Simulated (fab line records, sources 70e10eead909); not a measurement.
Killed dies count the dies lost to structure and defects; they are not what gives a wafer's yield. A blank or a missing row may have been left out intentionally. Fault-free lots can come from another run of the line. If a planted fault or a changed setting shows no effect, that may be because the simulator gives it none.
fab line records    flow nandHarc
record: lots: 5  wafers: 15  lastDay: 24
route steps=1159 shown P_M1@288 END@1159
lots that met no fault: taken from a fault-free run of the same line
startH: start of the lot's first displayed wafer, in hours after the record's first day    waitH: hours since the lot's step before    " same as the row above    L1.1+2: a row that stands for several wafers    - no value present, or no start provided    * or withheld: withheld    < > ~ a bound
route shown NAME@n: NAME is a module with steps in the file, n the number in the route of the first one    usual: average and standard deviation across the fault-free wafers    same: alike in all rows    chamber/n: place in a boat    sites: readings site by site    _std_site: the standard deviation of these    _edge_site: the outer-site mean with the inner-site mean subtracted    radiusMm: for every site, how far away it sits from the centre of the wafer    mask NAME#n: copy n    behind: the most recent tool/chamber to have shaped the wafer    hold: the reason the lot was held/the length of the hold in hours/how it ended    device: whichever transistor did not switch (one of n, p or np)    end of line: tests of these same wafers at the route's end    a step with no rows: only its recipe    killed: count of dies lost to structure and defects at first sort (not the wafer's yield)    map: the dies of a wafer, with x for killed, . for not killed, _ for no die there
set.NAME: setting as actually run; set.NAME@STEP: the setting as run at that earlier step    model.NAME: the simulator's own value behind a step, which no gauge read
lots seen at some steps along the route; tables by step, rows by wafer
services: the hour from which a tool's chamber was out of use, counted from the record's first day as startH (under 0 if before that day), plus the number of hours and why
== steps ==
step: NHARC_P_M1_COAT_34
recipe: tempC: 200  timeS: 65
step: NHARC_P_M1_COAT_03
recipe: spinRpm: 1500  resistThkNm: 90
step: NHARC_P_M1_SOFTBAKE_04
recipe: tempC: 105  timeS: 55
step: NHARC_P_M1_EBR_05
step: NHARC_P_M1_EXPOSE_06
recipe: na: 1.35  targetCdNm: 130  doseMj: 81.88  maskId: P_M1
step: NHARC_P_M1_PEB_07
recipe: pebTempC: 100  pebTimeS: 65
step: NHARC_P_M1_DEVELOP_08
recipe: developTimeS: 35  devTempC: 23
step: NHARC_P_M1_CD_MEAS_09
recipe: targetCdNm: 130  landingEnergyEv: 500
usual: cdNm: 129.5/0.61
lot.wafer  tool      chamber  startH  waitH  cdNm
L325.1     cdSem-03  0        138.49  -      129.1
L325.3     "         0        "       "      129.7
L325.6     "         0        "       "      129.3
L331.2     cdSem-02  0        171.71  -      128.4
L331.3     "         0        "       "      129.6
L331.5     "         0        "       "      128.6
L334.3     cdSem-02  0        195.12  -      129.3
L334.4     "         0        "       "      128.5
L334.6     "         0        "       "      129.8
L343.1     cdSem-02  0        239.92  -      129.6
L343.3     "         0        "       "      129.0
L343.5     "         0        "       "      129.2
L344.4     cdSem-02  0        254.97  -      130.2
L344.5     "         0        "       "      130.3
L344.6     "         0        "       "      131.6
step: NHARC_P_M1_OVL_MEAS_10
recipe: pitchNm: 260
usual: overlayXNm: 0.2/0.78  overlayYNm: 0.0/0.94
lot.wafer  tool        chamber  startH  waitH  overlayXNm  overlayYNm
L325.1     overlay-01  -        138.58  -      0.1         -0.6
L325.3     "           -        "       "      1.1         -0.1
L325.6     "           -        "       "      0.3         -0.2
L331.2     overlay-01  -        171.79  -      -0.5        -1.4
L331.3     "           -        "       "      -0.1        -1.1
L331.5     "           -        "       "      -0.9        -1.1
L334.3     overlay-02  -        195.20  -      -1.0        -0.8
L334.4     "           -        "       "      -1.1        -0.6
L334.6     "           -        "       "      -1.0        -0.9
L343.1     overlay-02  -        240.00  -      2.0         -0.1
L343.3     "           -        "       "      1.2         0.0
L343.5     "           -        "       "      1.6         -0.3
L344.4     overlay-02  -        255.06  -      1.2         -1.1
L344.5     "           -        "       "      0.9         -0.7
L344.6     "           -        "       "      0.7         -0.1
step: NHARC_P_M1_INSPECT_11
usual: rawDefectCount: 3.7/2.2
lot.wafer  tool              chamber  startH  waitH  rawDefectCount
L325.1     defectInspect-01  -        138.62  0.0    2
L325.3     "                 -        "       "      2
L325.6     "                 -        "       "      2
L331.2     defectInspect-02  -        171.83  0.0    6
L331.3     "                 -        "       "      7
L331.5     "                 -        "       "      4
L334.3     defectInspect-01  -        195.24  0.0    3
L334.4     "                 -        "       "      2
L334.6     "                 -        "       "      4
L343.1     defectInspect-02  -        240.04  0.0    0
L343.3     "                 -        "       "      7
L343.5     "                 -        "       "      5
L344.4     defectInspect-02  -        255.09  0.0    7
L344.5     "                 -        "       "      6
L344.6     "                 -        "       "      12
step: NHARC_P_M1_DESCUM_14
recipe: timeS: 3  o2FlowSccm: 200  arFlowSccm: 0  biasPowerW: 0  chemistry: O2
usual: drypumpMotorCurrentA: 5.4/0.38  oesProductAu: 1.001/0.0088  rfVppV: 57.8/0.85  showerheadPlenumPTorr: 1.92/0.077  throttleValvePct: 11.312/0.0085
lot.wafer  tool        chamber  startH  waitH  drypumpMotorCurrentA  oesProductAu  rfHoursCounterH  rfVppV  showerheadPlenumPTorr  throttleValvePct
L325.1     rieDiel-12  1        138.68  0.1    4.9                   1.006         5                58.2    1.94                   11.321
L325.3     "           2        "       "      5.2                   1.001         5                58.7    1.87                   11.300
L325.6     "           2        "       "      5.2                   1.002         -                57.0    1.87                   11.309
L331.2     rieDiel-01  0        171.90  0.1    5.0                   0.995         0                56.9    2.05                   11.318
L331.3     "           2        "       "      5.4                   0.996         1                58.0    1.92                   11.314
L331.5     "           0        "       "      4.9                   1.002         -                58.4    2.05                   11.312
L334.4     rieDiel-01  2        195.31  0.1    5.4                   0.998         1                57.5    1.92                   11.308
L334.3     "           3        "       "      5.3                   1.012         1                57.5    1.94                   11.312
L334.6     "           1        "       "      5.7                   0.990         -                58.0    2.02                   11.306
L343.1     rieDiel-12  0        240.10  0.1    6.3                   0.995         2                57.3    1.85                   11.336
L343.3     "           2        "       "      5.2                   0.999         2                57.3    1.87                   11.316
L343.5     "           0        "       "      6.3                   0.994         -                57.2    1.85                   11.313
L344.4     rieDiel-12  1        255.17  0.1    4.9                   0.996         2                58.4    1.94                   11.291
L344.5     "           3        "       "      5.4                   0.991         -                57.6    1.81                   11.320
L344.6     "           0        "       "      6.3                   0.998         -                58.3    1.85                   11.307
step: NHARC_P_M1_ETCH_35
recipe: targetDepthA: 400  overetchA: 120  timeS: 43.94  ionEnergyEv: 200  n2FlowSccm: 150  h2FlowSccm: 150  arFlowSccm: 0  rfW: 400  biasW: 150  chemistry: N2/H2
usual: drypumpMotorCurrentA: 5.4/0.37  oesProductAu: 1.001/0.0078  rfFwdPowerW: 395.3/1.9  rfVppV: 430.6/2.4  showerheadPlenumPTorr: 2.04/0.081  throttleValvePct: 14.172/0.0087
lot.wafer  tool        chamber  startH  waitH  drypumpMotorCurrentA  oesProductAu  rfFwdPowerW  rfHoursCounterH  rfVppV  showerheadPlenumPTorr  throttleValvePct
L325.1     rieDiel-12  1        138.77  0.1    4.9                   1.005         395.0        5                430.7   2.07                   14.173
L325.3     "           2        "       "      5.2                   0.999         396.2        5                428.3   2.00                   14.183
L325.6     "           2        "       "      5.2                   1.010         396.4        -                430.1   2.00                   14.170
L331.2     rieDiel-01  0        171.99  0.1    4.9                   1.005         396.2        0                434.1   2.19                   14.173
L331.3     "           1        "       "      5.7                   0.990         395.4        1                434.2   2.16                   14.168
L331.5     "           3        "       "      5.3                   1.010         392.7        -                429.9   2.06                   14.165
L334.4     rieDiel-01  0        195.85  0.5    4.9                   0.995         397.8        1                434.4   2.19                   14.181
L334.3     "           2        "       "      5.3                   1.001         399.0        1                430.3   2.05                   14.160
L334.6     "           0        "       "      4.9                   0.999         397.6        -                435.3   2.19                   14.179
L343.3     rieDiel-12  0        240.19  0.1    6.3                   1.006         394.0        2                428.1   1.97                   14.175
L343.1     "           2        "       "      5.2                   0.995         395.2        2                429.1   1.99                   14.174
L343.5     "           0        "       "      6.3                   1.004         395.4        -                428.4   1.97                   14.191
L344.4     rieDiel-12  1        255.24  0.1    4.9                   1.009         394.5        2                432.2   2.07                   14.175
L344.6     "           1        "       "      4.9                   0.990         396.3        -                430.5   2.07                   14.179
L344.5     "           2        "       "      5.2                   1.007         394.8        -                427.3   1.99                   14.171
step: NHARC_P_M1_ETCH_15
recipe: targetDepthA: 1825  timeS: 91.2  c4f8FlowSccm: withheld  arFlowSccm: 400  rfW: 600  biasW: 300  chemistry: C4F8/Ar
usual: oesProductAu: 0.957/0.02  rfFwdPowerW: 596.0/1.9  rfVppV: 441.1/2.4
lot.wafer  tool        chamber  startH  waitH  oesProductAu  rfFwdPowerW  rfHoursCounterH  rfVppV
L325.3     rieDiel-12  3        138.87  -      0.964         591.6        5                438.0
L325.1     "           0        "       "      0.969         595.0        5                439.7
L325.6     "           1        "       "      0.974         593.9        -                440.2
L331.3     rieDiel-01  3        172.06  -      0.940         594.2        1                441.6
L331.2     "           0        "       "      0.922         594.8        0                443.8
L331.5     "           3        "       "      0.939         593.0        -                441.9
L334.3     rieDiel-01  0        195.95  -      0.875         595.5        1                445.1
L334.4     "           1        "       "      0.928         597.4        1                444.9
L334.6     "           3        "       "      0.936         596.2        -                442.2
L343.1     rieDiel-12  1        240.29  -      0.938         594.4        1                440.9
L343.3     "           2        "       "      0.953         596.5        2                441.0
L343.5     "           0        "       "      0.964         600.2        -                438.9
L344.4     rieDiel-12  1        255.33  -      0.973         594.8        2                441.1
L344.5     "           0        "       "      0.965         596.0        -                437.9
L344.6     "           1        "       "      0.971         594.7        -                442.8
step: NHARC_P_M1_CD_MEAS_16
usual: cdNm: 129.4/0.77
lot.wafer  tool      chamber  startH  waitH  cdNm
L325.1     cdSem-01  -        138.99  -      129.4
L325.3     "         -        "       "      128.7
L325.6     "         -        "       "      128.0
L331.2     cdSem-03  -        172.20  -      128.0
L331.3     "         -        "       "      130.2
L331.5     "         -        "       "      128.5
L334.3     cdSem-03  -        196.08  -      128.9
L334.4     "         -        "       "      129.0
L334.6     "         -        "       "      129.7
L343.1     cdSem-03  -        240.40  -      128.5
L343.3     "         -        "       "      127.8
L343.5     "         -        "       "      128.3
L344.4     cdSem-03  -        255.46  -      129.3
L344.5     "         -        "       "      129.9
L344.6     "         -        "       "      131.3
step: NHARC_END_SORT_01
recipe: tempC: 25
usual: defectLimitedYield: 95.6/1.6  killedAtArray: 26/10  killedAtOther: 0.8/1.1  killedAtPeriphery: 3.3/2.6  killedDies: 30/11  killedOpen: 3.4/1.8  killedShort: 2.0/1.3  sort_bin_2_pct: 1.4/0.6  sort_bin_3_pct: 0.22/0.19  sort_bin_4_pct: 2.8/1.1  sortNPass: 647/11  sortRimYieldPct: 95.8/3  sortYieldPct: 95.6/1.6
same: grossDies: 677  sort_bin_5_pct[%]: 0  sort_bin_6_pct[%]: 0  sort_bin_7_pct[%]: 0  sort_bin_8_pct[%]: 0  sortRimNGross: 106.00
lot.wafer  tool       chamber  startH  waitH  defectLimitedYield[%]  killedAtArray  killedAtOther  killedAtPeriphery  killedDies  killedOpen  killedShort  sort_bin_2_pct[%]  sort_bin_3_pct[%]  sort_bin_4_pct[%]  sortNPass  sortRimYieldPct[%]  sortYieldPct[%]
L325.1     prober-02  0        456.80  2.5    96.8                   21             0              1                  22          2           3            1.3                0.30               1.6                655        97.2                96.8
L325.3     prober-02  0        458.42  3.1    96.0                   22             2              3                  27          5           2            1.6                0.30               2.1                650        95.3                96.0
L325.6     prober-02  0        460.85  4.1    97.2                   18             0              1                  19          3           3            1.0                0.30               1.5                658        98.1                97.2
L331.2     prober-01  0        490.25  2.8    96.8                   21             0              1                  22          1           2            1.3                0                  1.9                655        100.0               96.8
L331.3     prober-01  0        491.05  3.1    97.3                   14             1              3                  18          5           5            0.7                0.15               1.8                659        96.2                97.3
L331.5     prober-01  0        492.64  3.7    97.6                   14             2              0                  16          4           3            0.6                0                  1.8                661        97.2                97.6
L334.3     prober-01  0        500.58  3.1    98.1                   11             0              2                  13          3           2            0.6                0.15               1.2                664        97.2                98.1
L334.4     prober-01  0        501.37  3.4    97.0                   15             0              5                  20          6           3            0.7                0.15               2.1                657        95.3                97.0
L334.6     prober-01  0        502.96  4.0    97.8                   13             0              2                  15          3           3            0.7                0.30               1.2                662        97.2                97.8
L343.1     prober-02  0        556.14  2.5    93.9                   39             1              1                  41          2           1            2.2                0.44               3.4                636        94.3                93.9
L343.3     prober-02  0        557.73  3.1    92.5                   46             0              5                  51          4           4            2.5                0.30               4.7                626        89.6                92.5
L343.5     prober-02  0        559.31  3.7    93.8                   32             2              8                  42          6           1            2.2                0                  4.0                635        91.5                93.8
L344.4     prober-01  0        566.32  3.4    94.1                   25             1              14                 40          3           4            2.2                0.44               3.2                637        96.2                94.1
L344.5     prober-01  0        567.12  3.7    95.6                   20             2              8                  30          4           2            0.9                0.30               3.2                647        95.3                95.6
L344.6     prober-01  0        567.92  4.0    94.8                   24             0              11                 35          6           3            1.3                0.15               3.7                642        95.3                94.8
killed by level:class
L325.1 A_CHANNEL_HOLE_D1:chamberFilmFlake=8 A_STAIRCASE:chamberFilmFlake=5 A_CONTACT:chamberFilmFlake=3 P_CONTACT:geometricParticle:open=1 A_ONON_D1:geometricParticle:short=1 A_CHANNEL_FILL_D1:geometricParticle:short=1 A_WL_FILL:geometricParticle:short=1 A_CONTACT:geometricParticle:open=1
L325.3 A_CHANNEL_HOLE_D1:chamberFilmFlake=9 A_STAIRCASE:chamberFilmFlake=5 A_CONTACT:chamberFilmFlake=3 A_M0:geometricParticle:open=2 THIN_TSV:chamberFilmFlake=2 P_GATE:geometricParticle:open=1 P_CONTACT:geometricParticle:short=1 P_M2:geometricParticle:open=1
L325.6 A_CHANNEL_HOLE_D1:chamberFilmFlake=6 A_STAIRCASE:chamberFilmFlake=4 A_CONTACT:geometricParticle:short=2 A_CONTACT:chamberFilmFlake=2 A_ONON_D1:geometricParticle:open=1 A_WL_FILL:geometricParticle:open=1 A_WL_FILL:geometricParticle:short=1 A_CONTACT:geometricParticle:open=1
L331.2 A_STAIRCASE:chamberFilmFlake=10 A_CHANNEL_HOLE_D1:chamberFilmFlake=6 A_WL_FILL:geometricParticle:short=1 A_M0:geometricParticle:short=1 A_M1:geometricParticle:open=1 P_GATE:chamberFilmFlake=1 A_SLIT:chamberFilmFlake=1 A_CONTACT:chamberFilmFlake=1
L331.3 A_CHANNEL_HOLE_D1:chamberFilmFlake=4 P_M0:geometricParticle:open=2 A_CHANNEL_FILL_D1:geometricParticle:open=2 A_STAIRCASE:chamberFilmFlake=2 A_CHANNEL_FILL_D1:geometricParticle:short=1 A_WL_FILL:geometricParticle:short=1 A_CONTACT:geometricParticle:open=1 A_CONTACT:geometricParticle:short=1
L331.5 A_CHANNEL_HOLE_D1:chamberFilmFlake=3 A_STAIRCASE:chamberFilmFlake=3 A_CONTACT:geometricParticle:open=2 A_M0:geometricParticle:open=2 A_CONTACT:chamberFilmFlake=2 A_ONON_D1:geometricParticle:short=1 A_WL_FILL:geometricParticle:short=1 STARTING-WAFER:geometricParticle:short=1
L334.3 A_CHANNEL_HOLE_D1:chamberFilmFlake=4 A_CONTACT:chamberFilmFlake=3 A_CONTACT:geometricParticle:open=2 P_M1:geometricParticle:short=1 A_CONTACT:geometricParticle:short=1 A_BLC:geometricParticle:open=1 P_ZERO_WELL:chamberFilmFlake=1
L334.4 A_CHANNEL_HOLE_D1:chamberFilmFlake=6 A_CONTACT:chamberFilmFlake=4 P_CONTACT:geometricParticle:open=2 P_CONTACT:geometricParticle:short=1 P_M1:geometricParticle:open=1 A_CHANNEL_HOLE_D1:geometricParticle:short=1 A_CHANNEL_HOLE_D1:geometricParticle:open=1 A_CONTACT:geometricParticle:open=1
L334.6 A_CHANNEL_HOLE_D1:chamberFilmFlake=4 A_CONTACT:chamberFilmFlake=3 P_CONTACT:geometricParticle:open=1 A_ONON_D1:geometricParticle:short=1 A_SGD_CUT:geometricParticle:open=1 A_CONTACT:geometricParticle:open=1 A_BLC:geometricParticle:short=1 A_M0:geometricParticle:short=1
L343.1 A_SLIT:chamberFilmFlake=21 A_CHANNEL_HOLE_D1:chamberFilmFlake=15 P_M0:geometricParticle:open=1 A_WL_FILL:geometricParticle:open=1 STARTING-WAFER:geometricParticle:short=1 A_CHANNEL_FILL_D1:chamberFilmFlake=1 A_CONTACT:chamberFilmFlake=1
L343.3 A_CHANNEL_HOLE_D1:chamberFilmFlake=16 A_SLIT:chamberFilmFlake=16 A_STAIRCASE:chamberFilmFlake=4 A_WL_FILL:geometricParticle:short=3 P_STI:chamberFilmFlake=3 A_CONTACT:geometricParticle:open=2 A_CONTACT:chamberFilmFlake=2 P_M0:geometricParticle:open=1
L343.5 A_SLIT:chamberFilmFlake=16 A_CHANNEL_HOLE_D1:chamberFilmFlake=10 P_STI:chamberFilmFlake=4 P_M0:geometricParticle:open=3 A_CONTACT:chamberFilmFlake=3 A_SOURCE_PLATE:geometricParticle:open=1 A_CONTACT:geometricParticle:open=1 STARTING-WAFER:geometricParticle:open=1
L344.4 A_CHANNEL_HOLE_D1:chamberFilmFlake=11 P_BONDPAD:chamberFilmFlake=7 P_M0:chamberFilmFlake=4 A_WL_FILL:chamberFilmFlake=3 A_CONTACT:chamberFilmFlake=3 A_SGD_CUT:chamberFilmFlake=2 A_SLIT:chamberFilmFlake=2 P_GATE:geometricParticle:open=1
L344.5 A_CHANNEL_HOLE_D1:chamberFilmFlake=11 P_BONDPAD:chamberFilmFlake=3 P_M0:chamberFilmFlake=3 A_WL_FILL:chamberFilmFlake=3 A_CONTACT:geometricParticle:open=2 STARTING-WAFER:geometricParticle:short=2 A_STAIRCASE:chamberFilmFlake=2 P_CONTACT:geometricParticle:open=1
L344.6 A_CHANNEL_HOLE_D1:chamberFilmFlake=7 A_SGD_CUT:chamberFilmFlake=5 A_WL_FILL:chamberFilmFlake=3 P_CONTACT:geometricParticle:open=2 A_SGD_CUT:geometricParticle:open=2 A_M0:geometricParticle:short=2 P_GATE:chamberFilmFlake=2 P_M0:chamberFilmFlake=2
== services ==
tool        chamber  startH  hours  kind
rieDiel-12  3        131.47  5.4    repair
rieDiel-12  0        132.59  -      clean
rieDiel-12  1        132.59  -      clean
rieDiel-12  2        132.59  -      clean
rieDiel-01  -        137.80  9.0    pm
rieDiel-12  1        153.33  3.8    repair
rieDiel-12  0        157.51  -      clean
rieDiel-12  1        157.51  -      clean
rieDiel-12  2        157.51  -      clean
rieDiel-12  3        157.51  -      clean
rieDiel-12  0        182.01  -      clean
rieDiel-12  1        182.01  -      clean
rieDiel-12  2        182.01  -      clean
rieDiel-12  3        182.01  -      clean
rieDiel-12  -        185.43  0.2    repair
rieDiel-12  -        199.82  0.5    repair
rieDiel-01  2        201.17  19.7   repair
rieDiel-12  -        202.40  9.0    pm
rieDiel-12  0        202.40  9.0    ventCycle
rieDiel-12  1        202.40  9.0    ventCycle
rieDiel-12  2        202.40  9.0    ventCycle
rieDiel-12  3        202.40  9.0    ventCycle
rieDiel-12  0        211.40  -      clean
rieDiel-12  1        211.40  -      clean
== key ==
firstSign: step: NHARC_P_M1_ETCH_15  reading: oesProductAu  direction: down  sigmas: 4.1  usual: 0.957  struck: 0.875
effect none on later readings
metAt NHARC_P_M1_ETCH_15
struckWafers L334.3
onsetBetween 172.06 195.95
fault: kind: processParameterDrift  tool: rieDiel-01  chamber: 0  onsetH: 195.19  steps: NHARC_P_M1_ETCH_15  channel: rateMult  offset: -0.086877  shape: step  endH: 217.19
